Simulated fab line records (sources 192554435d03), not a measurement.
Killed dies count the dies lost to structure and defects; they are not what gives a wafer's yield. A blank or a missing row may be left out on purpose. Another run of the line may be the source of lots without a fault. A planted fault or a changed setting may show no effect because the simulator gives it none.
Lot-split experiment || flow n5Finfet || 21 wafers read from 7 lots, route of 1938 steps

## THE SPLIT
At N5_BEOL_M11_COAT_22 (resist thk 90 nm), the setting spinRpm was moved away from the recipe's 1500 rpm on 6 of the 21 wafers read, by -8.9% to +10.1%. This setting was run at the recipe's value on the other wafers.

## FROM THE SPLIT TO THE READING: what the file shows between them, 5 steps
- N5_BEOL_M11_EXPOSE_25: exposes mask V10 (also split here: doseMj)
- N5_BEOL_M11_PEB_26: peb time 60 s
- N5_BEOL_M11_DEVELOP_27: develop time 30 s
- N5_BEOL_M11_CD_MEAS_28: target cd 70 nm
- N5_BEOL_M11_DESCUM_33: chemistry O2, time 7.9 s

## THE READING
CAR-ArF_of_BEOL_M11_COAT_22.thkNm (the simulator's own value, which no gauge read), in nm, at N5_BEOL_M11_ETCH_65 (etches SiARC in CF4, target depth 39 nm, time 65 s). The file gives no usual value for it. Here, 15 wafers ran the recipe; their average is 55.5 nm with a standard deviation of 0.2 nm.

{"wafer": "L083.3", "tool, chamber at the split": "lithoTrack-01, 0", "spinRpm as run, rpm": 1500, "against the recipe": "recipe", "CAR-ArF_of_BEOL_M11_COAT_22.thkNm, nm": 55.6, "against lot-mates on the recipe": "-"}
{"wafer": "L083.6", "tool, chamber at the split": "lithoTrack-01, 0", "spinRpm as run, rpm": 1500, "against the recipe": "recipe", "CAR-ArF_of_BEOL_M11_COAT_22.thkNm, nm": 55.6, "against lot-mates on the recipe": "-"}
{"wafer": "L083.4", "tool, chamber at the split": "lithoTrack-01, 0", "spinRpm as run, rpm": 1500, "against the recipe": "recipe", "CAR-ArF_of_BEOL_M11_COAT_22.thkNm, nm": 55.4, "against lot-mates on the recipe": "-"}
{"wafer": "L090.1", "tool, chamber at the split": "lithoTrack-01, 0", "spinRpm as run, rpm": 1500, "against the recipe": "recipe", "CAR-ArF_of_BEOL_M11_COAT_22.thkNm, nm": 55.6, "against lot-mates on the recipe": "-"}
{"wafer": "L090.6", "tool, chamber at the split": "lithoTrack-01, 0", "spinRpm as run, rpm": 1500, "against the recipe": "recipe", "CAR-ArF_of_BEOL_M11_COAT_22.thkNm, nm": 55.6, "against lot-mates on the recipe": "-"}
{"wafer": "L090.2", "tool, chamber at the split": "lithoTrack-01, 0", "spinRpm as run, rpm": 1500, "against the recipe": "recipe", "CAR-ArF_of_BEOL_M11_COAT_22.thkNm, nm": 55.4, "against lot-mates on the recipe": "-"}
{"wafer": "L091.2", "tool, chamber at the split": "lithoTrack-04, 0", "spinRpm as run, rpm": 1500, "against the recipe": "recipe", "CAR-ArF_of_BEOL_M11_COAT_22.thkNm, nm": 55.6, "against lot-mates on the recipe": "-"}
{"wafer": "L091.5", "tool, chamber at the split": "lithoTrack-04, 0", "spinRpm as run, rpm": 1500, "against the recipe": "recipe", "CAR-ArF_of_BEOL_M11_COAT_22.thkNm, nm": 55.6, "against lot-mates on the recipe": "-"}
{"wafer": "L091.4", "tool, chamber at the split": "lithoTrack-04, 0", "spinRpm as run, rpm": 1500, "against the recipe": "recipe", "CAR-ArF_of_BEOL_M11_COAT_22.thkNm, nm": 55.4, "against lot-mates on the recipe": "-"}
{"wafer": "L089.2", "tool, chamber at the split": "lithoTrack-02, 0", "spinRpm as run, rpm": 1500, "against the recipe": "recipe", "CAR-ArF_of_BEOL_M11_COAT_22.thkNm, nm": 55, "against lot-mates on the recipe": "-"}
{"wafer": "L089.5", "tool, chamber at the split": "lithoTrack-02, 0", "spinRpm as run, rpm": 1450, "against the recipe": "-3.3%", "CAR-ArF_of_BEOL_M11_COAT_22.thkNm, nm": 57.2, "against lot-mates on the recipe": "+1.8"}
{"wafer": "L089.6", "tool, chamber at the split": "lithoTrack-02, 0", "spinRpm as run, rpm": 1500, "against the recipe": "recipe", "CAR-ArF_of_BEOL_M11_COAT_22.thkNm, nm": 55.8, "against lot-mates on the recipe": "-"}
{"wafer": "L092.1", "tool, chamber at the split": "lithoTrack-02, 0", "spinRpm as run, rpm": 1381, "against the recipe": "-7.9%", "CAR-ArF_of_BEOL_M11_COAT_22.thkNm, nm": 59.4, "against lot-mates on the recipe": "+3.8"}
{"wafer": "L092.3", "tool, chamber at the split": "lithoTrack-02, 0", "spinRpm as run, rpm": 1381, "against the recipe": "-7.9%", "CAR-ArF_of_BEOL_M11_COAT_22.thkNm, nm": 59.4, "against lot-mates on the recipe": "+3.8"}
{"wafer": "L092.5", "tool, chamber at the split": "lithoTrack-02, 0", "spinRpm as run, rpm": 1500, "against the recipe": "recipe", "CAR-ArF_of_BEOL_M11_COAT_22.thkNm, nm": 55.6, "against lot-mates on the recipe": "-"}
{"wafer": "L094.2", "tool, chamber at the split": "lithoTrack-01, 0", "spinRpm as run, rpm": 1652, "against the recipe": "+10.1%", "CAR-ArF_of_BEOL_M11_COAT_22.thkNm, nm": 51.6, "against lot-mates on the recipe": -4.2}
{"wafer": "L094.4", "tool, chamber at the split": "lithoTrack-01, 0", "spinRpm as run, rpm": 1500, "against the recipe": "recipe", "CAR-ArF_of_BEOL_M11_COAT_22.thkNm, nm": 55.8, "against lot-mates on the recipe": "-"}
{"wafer": "L094.6", "tool, chamber at the split": "lithoTrack-01, 0", "spinRpm as run, rpm": 1500, "against the recipe": "recipe", "CAR-ArF_of_BEOL_M11_COAT_22.thkNm, nm": 55.8, "against lot-mates on the recipe": "-"}
{"wafer": "L097.1", "tool, chamber at the split": "lithoTrack-04, 0", "spinRpm as run, rpm": 1367, "against the recipe": "-8.9%", "CAR-ArF_of_BEOL_M11_COAT_22.thkNm, nm": 59.4, "against lot-mates on the recipe": "+4.0"}
{"wafer": "L097.2", "tool, chamber at the split": "lithoTrack-04, 0", "spinRpm as run, rpm": 1500, "against the recipe": "recipe", "CAR-ArF_of_BEOL_M11_COAT_22.thkNm, nm": 55.4, "against lot-mates on the recipe": "-"}
{"wafer": "L097.4", "tool, chamber at the split": "lithoTrack-04, 0", "spinRpm as run, rpm": 1367, "against the recipe": "-8.9%", "CAR-ArF_of_BEOL_M11_COAT_22.thkNm, nm": 59.6, "against lot-mates on the recipe": "+4.2"}

THE FIT
A straight line over all 21 wafers: CAR-ArF_of_BEOL_M11_COAT_22.thkNm changes by -0.44 nm for each +1% of spinRpm; r = -0.99; the points scatter about the line by 0.24 nm.
The same after taking each lot's own level away (the mean of its wafers on the recipe; 21 wafers): -0.453 nm for each +1%; r = -1.00; scatter 0.19 nm.
That fit puts the effect of the largest move of spinRpm on the reading at 4.6 nm.
Across the lots, their own levels run from 55.40 to 55.80 nm, a range of 2.0 times the standard deviation given above.
Hence the lot-to-lot level has little effect on the slope; both slopes agree.
Check: for one of the wafers moved furthest among these (+10.1%), held out of the fit, the line's prediction against its lot-mates is -4.76 nm. Against them it came out at -4.2 nm.

## OTHER SPLITS ON THESE WAFERS
These wafers also went through other splits before the reading. Each is held against what the fit with the lots' levels taken away leaves over:
{"other split on the same wafers": "N5_BEOL_M9_COAT_60 spinRpm", "wafers away from the commonest value": 3, "r with CAR-ArF_of_BEOL_M11_COAT_22.thkNm (lot level and that fit taken away)": -0.22}
{"other split on the same wafers": "N5_BEOL_M9_COAT_22 spinRpm", "wafers away from the commonest value": 4, "r with CAR-ArF_of_BEOL_M11_COAT_22.thkNm (lot level and that fit taken away)": "+0.61"}
{"other split on the same wafers": "N5_BEOL_M9_EXPOSE_25 doseMj", "wafers away from the commonest value": 8, "r with CAR-ArF_of_BEOL_M11_COAT_22.thkNm (lot level and that fit taken away)": -0.10}
{"other split on the same wafers": "N5_BEOL_M10_COAT_63 spinRpm", "wafers away from the commonest value": 4, "r with CAR-ArF_of_BEOL_M11_COAT_22.thkNm (lot level and that fit taken away)": -0.22}
{"other split on the same wafers": "N5_BEOL_M11_EXPOSE_25 doseMj", "wafers away from the commonest value": 8, "r with CAR-ArF_of_BEOL_M11_COAT_22.thkNm (lot level and that fit taken away)": -0.04}

## THE WHOLE CHAIN: every reading that the file lists as answering this split, in the file's order
{"step": "N5_BEOL_M11_COAT_22", "what it does": "resist thk 90 nm", "reading": "CAR-ArF_of_BEOL_M11_COAT_22.thkNm (the simulator's own value, which no gauge read)", "change (the file's fit)": "-0.443 nm for each +1% of the setting", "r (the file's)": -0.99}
{"step": "N5_BEOL_M11_ETCH_65", "what it does": "etches SiARC in CF4, target depth 39 nm, time 65 s", "reading": "CAR-ArF_of_BEOL_M11_COAT_22.thkNm (the simulator's own value, which no gauge read)", "change (the file's fit)": "-0.451 nm for each +1% of the setting", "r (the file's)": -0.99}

## FILE'S OWN FIT
CAR-ArF_of_BEOL_M11_COAT_22.thkNm changes by -0.451 nm for each +1% of spinRpm, r = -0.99.
